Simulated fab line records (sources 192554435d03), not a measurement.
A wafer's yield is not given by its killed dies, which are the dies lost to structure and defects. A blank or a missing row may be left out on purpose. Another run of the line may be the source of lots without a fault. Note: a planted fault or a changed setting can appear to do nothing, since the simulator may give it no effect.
Chamber matching / flow n5Finfet / N5_BEOL_M3_CO_CAP_55 on cvdCo-02: 3 sister chambers
The step material Co, precursor CCTBA/H2, target thk 2 nm, time 102.1 s. 3 wafers are shown with their chamber, then 12 later ones without.

## EACH WAFER AND ITS CHAMBER
wafer=L089.1; chamber=0; heaterPowerW (W)=256
wafer=L089.3; chamber=2; heaterPowerW (W)=233
wafer=L089.6; chamber=1; heaterPowerW (W)=289

## WAFERS WITH NO CHAMBER GIVEN
wafer=L090.2; heaterPowerW (W)=228
wafer=L090.3; heaterPowerW (W)=257
wafer=L090.6; heaterPowerW (W)=263
wafer=L092.1; heaterPowerW (W)=280
wafer=L092.3; heaterPowerW (W)=249
wafer=L092.6; heaterPowerW (W)=261
wafer=L095.1; heaterPowerW (W)=298
wafer=L095.2; heaterPowerW (W)=258
wafer=L095.5; heaterPowerW (W)=288
wafer=L097.1; heaterPowerW (W)=235
wafer=L097.2; heaterPowerW (W)=263
wafer=L097.5; heaterPowerW (W)=283

## CHAMBER TAKEN BY EACH
wafer=L090.2; from the rows above=2; in truth=2
wafer=L090.3; from the rows above=0; in truth=0
wafer=L090.6; from the rows above=0; in truth=0
wafer=L092.1; from the rows above=1; in truth=1
wafer=L092.3; from the rows above=can't be placed: 0 or 2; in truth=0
wafer=L092.6; from the rows above=0; in truth=0
wafer=L095.1; from the rows above=1; in truth=1
wafer=L095.2; from the rows above=0; in truth=0
wafer=L095.5; from the rows above=1; in truth=1
wafer=L097.1; from the rows above=2; in truth=2
wafer=L097.2; from the rows above=0; in truth=0
wafer=L097.5; from the rows above=1; in truth=1
Correctly placed: 11 of 12. Can't be placed from these rows: 1 (the true chamber is among the candidates in 1). Wrongly placed: 0.
How it was worked out, from the rows above alone: a wafer's distance from a chamber is the root of the sum, over the readings, of the square of ((its reading less the chamber's mean) divided by the reading's scatter). The wafer belongs to the nearest chamber; if the next one is less than 2 further off, it can't be placed. A chamber's mean is the mean of its shown wafers. The scatter (one wafer shown for each chamber): square how far every hidden wafer sits from the nearest shown wafer, average those squares and take the square root.
